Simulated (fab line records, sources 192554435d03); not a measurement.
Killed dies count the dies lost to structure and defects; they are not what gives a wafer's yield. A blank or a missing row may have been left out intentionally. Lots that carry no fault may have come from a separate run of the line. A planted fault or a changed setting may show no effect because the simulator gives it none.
Chamber matching -- flow n5_finfet -- rie_diel-05 running N5_BEOL_M11_STRIP_19: 4 sister chambers
The step strips in O2. 4 wafers are shown with their chamber, then 11 later ones without.

WAFERS WITH THEIR CHAMBER
wafer,chamber,showerhead_plenum_p_Torr (Torr)
L085.2,0,2.01
L085.5,2,2.02
L088.5,1,2.14
L089.1,3,2.17

WAFERS MISSING THEIR CHAMBER
wafer,showerhead_plenum_p_Torr (Torr)
L089.2,2.00
L089.3,2.01
L089.4,2.14
L089.5,2.01
L089.6,2.17
L092.1,2.14
L092.2,2.01
L092.3,2.17
L092.4,2.00
L092.5,2.14
L092.6,2.00

CHAMBER TAKEN BY EACH
wafer,from the rows above,in truth
L089.2,can't be placed: 0 or 2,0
L089.3,can't be placed: 0 or 2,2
L089.4,1,1
L089.5,can't be placed: 0 or 2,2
L089.6,3,3
L092.1,1,1
L092.2,can't be placed: 0 or 2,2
L092.3,3,3
L092.4,can't be placed: 0 or 2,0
L092.5,1,1
L092.6,can't be placed: 0 or 2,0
Placed correctly: 5 of 11. Not placeable from these rows: 6 (in 6, the candidates include the true chamber). Placed wrongly: 0.
How it was worked out, from the rows above alone: a wafer's distance from a chamber is the root of the sum, over the readings, of the square of ((its reading less the chamber's mean) divided by the reading's scatter). The wafer belongs to the nearest chamber; if the next one is less than 2 further off, it can't be placed. The mean given for a chamber averages the wafers shown for that chamber. The scatter (one wafer shown for each chamber): square how far every hidden wafer sits from the nearest shown wafer, average those squares and take the square root.
